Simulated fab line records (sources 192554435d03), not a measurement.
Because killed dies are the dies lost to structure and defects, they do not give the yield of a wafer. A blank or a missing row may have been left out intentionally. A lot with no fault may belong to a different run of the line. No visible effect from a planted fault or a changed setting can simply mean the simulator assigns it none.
3 desks, one fault | flow n5_finfet | only its own numbers are on each desk; what lay behind them is given at the end

== FOR THE TOOL OWNER'S DESK: vapor_etch-02 ==
The tool's own readings at N5_STI_FIN_REVEAL_RECESS_09 (chemistry HF/NH3, target SiO2, afs cycles 11, target depth 42.5 nm, sublimation time 60 s): means of the sampled wafers that have a number, for each lot that ran on this tool. Marked OUT: a lot whose mean sits more than 4 standard deviations from the usual mean, which makes it out of limits; the brackets give that distance.
Columns: A = drypump_motor_current_A at N5_STI_FIN_REVEAL_RECESS_09, usual 5.95 A; B = temp_c at N5_STI_FIN_REVEAL_RECESS_09, usual 29.98 C
lot  | first seen here | A    | B
L255 | day 2 10:39     | 6.15 | 29.91
L258 | day 3 04:37     | 5.92 | 29.98
L260 | day 3 18:07     | 6.18 | 29.91
L269 | day 6 00:05     | 5.91 | 29.94
L275 | day 7 11:47     | 6.18 | 27.85 (-21) OUT
L277 | day 7 22:26     | 6.15 | 27.72 (-23) OUT
This desk finds L275, L277 out of limits, L275 being first, at day 7 11:47 (temp_c at N5_STI_FIN_REVEAL_RECESS_09). Within limits: L255, L258, L260, L269.

== METROLOGY DESK ==
What the gauges read for every lot (on any tool): the sampled wafers with a number, averaged. Marked OUT: a lot whose mean sits more than 4 standard deviations from the usual mean, which makes it out of limits; the brackets give that distance. 7 of its 11 readings are shown: the first one out of limits and those lying furthest out on some lot.
Columns: A = trench_depth_nm at N5_STI_FIN_REVEAL_FIN_H_MEAS_10, usual 51.9 nm; B = DIBL_N at N5_BEOL_M4_RC_MEAS_101, usual 36.5 mV/V; C = DIBL_P at N5_BEOL_M4_RC_MEAS_101, usual 36.5 mV/V; D = IOFF_P at N5_BEOL_M4_RC_MEAS_101, usual 0.22 nA/um; E = ION_N at N5_BEOL_M4_RC_MEAS_101, usual 677 uA/um; F = ION_P at N5_BEOL_M4_RC_MEAS_101, usual 463 uA/um; G = VT_P at N5_BEOL_M4_RC_MEAS_101, usual -250 mV
lot  | first seen here | A               | B    | C    | D    | E   | F   | G
L255 | day 2 12:50     | 51.8            | 34.3 | 33.3 | 0.17 | 662 | 450 | -254
L256 | day 2 18:46     | 51.8            | 36.3 | 35.7 | 0.19 | 678 | 457 | -254
L258 | day 3 07:20     | 52.1            | 38.5 | 38.8 | 0.21 | 682 | 460 | -253
L260 | day 3 20:19     | 53.0            | 36.4 | 36.2 | 0.22 | 685 | 471 | -247
L263 | day 4 12:35     | 51.7            | 35.5 | 35.0 | 0.20 | 677 | 463 | -251
L264 | day 4 20:40     | 52.5            | 35.4 | 35.6 | 0.23 | 672 | 466 | -247
L269 | day 6 02:16     | 51.7            | 35.8 | 36.1 | 0.22 | 678 | 468 | -249
L275 | day 7 14:29     | 55.2 (+4.1) OUT | 34.1 | 35.9 | 0.19 | 703 | 484 | -251
L277 | day 8 01:09     | 54.9            | 36.3 | 37.1 | 0.25 | 708 | 490 | -246
This desk finds L275 out of limits, L275 being first, at day 7 14:29 (trench_depth_nm at N5_STI_FIN_REVEAL_FIN_H_MEAS_10). Within limits: L255, L256, L258, L260, L263, L264, L269, L277.

== THE DEFECT DESK ==
Per lot, the means of the sampled wafers with a number show what the inspections along the route counted. Marked OUT: a lot whose mean sits more than 4 standard deviations from the usual mean, which makes it out of limits; the brackets give that distance.
Columns: A = raw_defect_count at N5_FIN_CUT_INSPECT_17, usual 242
lot  | first seen here | A
L255 | day 2 04:09     | 246
L256 | day 2 10:08     | 296
L258 | day 2 22:22     | 264
L260 | day 3 10:14     | 269
L263 | day 4 03:32     | 167
L264 | day 4 12:02     | 224
L269 | day 5 16:58     | 218
L275 | day 7 05:39     | 315
L277 | day 7 16:29     | 263
This desk's verdict: no lot among the 9 shows anything out of limits.

== BROUGHT TOGETHER ==
On L275, L277, at day 7 11:47, an alarm was possible from the tool owner's desk.
On L275, the metrology desk was in a position to raise an alarm at day 7 14:29.
Nothing out of limits was seen by the defect desk.
The metrology desk holds a record of L277, inside its limits.
The defect desk has L275, L277 on record, within its limits.
N5_STI_FIN_REVEAL_RECESS_09 was run on vapor_etch-02 by each of the lots named.

== WHAT HAD BEEN PUT IN BY THE SIMULATOR ==
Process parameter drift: vapor_etch-02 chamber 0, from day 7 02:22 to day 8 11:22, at N5_STI_FIN_REVEAL_RECESS_09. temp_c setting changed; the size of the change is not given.
Shown lots that were struck: L275, L277.
Hours from the fault's start to each desk's first reading out of limits: the tool owner's desk, 9; the metrology desk, 12.
